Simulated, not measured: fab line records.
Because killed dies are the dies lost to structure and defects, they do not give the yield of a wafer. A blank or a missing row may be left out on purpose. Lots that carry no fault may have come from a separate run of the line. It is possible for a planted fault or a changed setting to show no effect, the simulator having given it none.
Matching of chambers | flow nand-harc | NHARC_A_STAIRCASE_DESCUM_443 on rie-diel-05 has 4 sister chambers
The step chemistry O2, time 3 s. 4 wafers are shown with their chamber, then 9 later ones without.

## WAFERS WITH THEIR CHAMBER
wafer  | chamber | drypump-motor-current-A (A)
L084.2 | 1       | 6.06
L087.1 | 3       | 5.81
L087.3 | 0       | 5.41
L087.4 | 2       | 6.08

## WAFERS MISSING THEIR CHAMBER
wafer  | drypump-motor-current-A (A)
L094.3 | 6.08
L094.4 | 5.40
L094.5 | 5.77
L097.1 | 5.43
L097.2 | 6.07
L097.3 | 6.05
L097.4 | 5.40
L097.5 | 6.06
L097.6 | 6.07

## WHICH CHAMBER EACH ONE RAN IN
wafer  | from the rows above     | in truth
L094.3 | can't be placed: 2 or 1 | 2
L094.4 | 0                       | 0
L094.5 | 3                       | 3
L097.1 | 0                       | 0
L097.2 | can't be placed: 2 or 1 | 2
L097.3 | can't be placed: 1 or 2 | 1
L097.4 | 0                       | 0
L097.5 | can't be placed: 1 or 2 | 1
L097.6 | can't be placed: 2 or 1 | 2
Correct placement for 4 of the 9. From these rows, 5 cannot be placed; in 5 the true chamber is one of the candidates. 0 placed wrongly.
How it was worked out, from the rows above alone: a wafer's distance from a chamber is the root of the sum, over the readings, of the square of ((its reading less the chamber's mean) divided by the reading's scatter). If the next closest chamber is less than 2 further off than the closest, the wafer can't be placed; otherwise it belongs to the closest. A chamber's mean is the mean of its shown wafers. The scatter: root of mean squared gap, hidden wafer to nearest shown wafer, with one shown wafer a chamber.
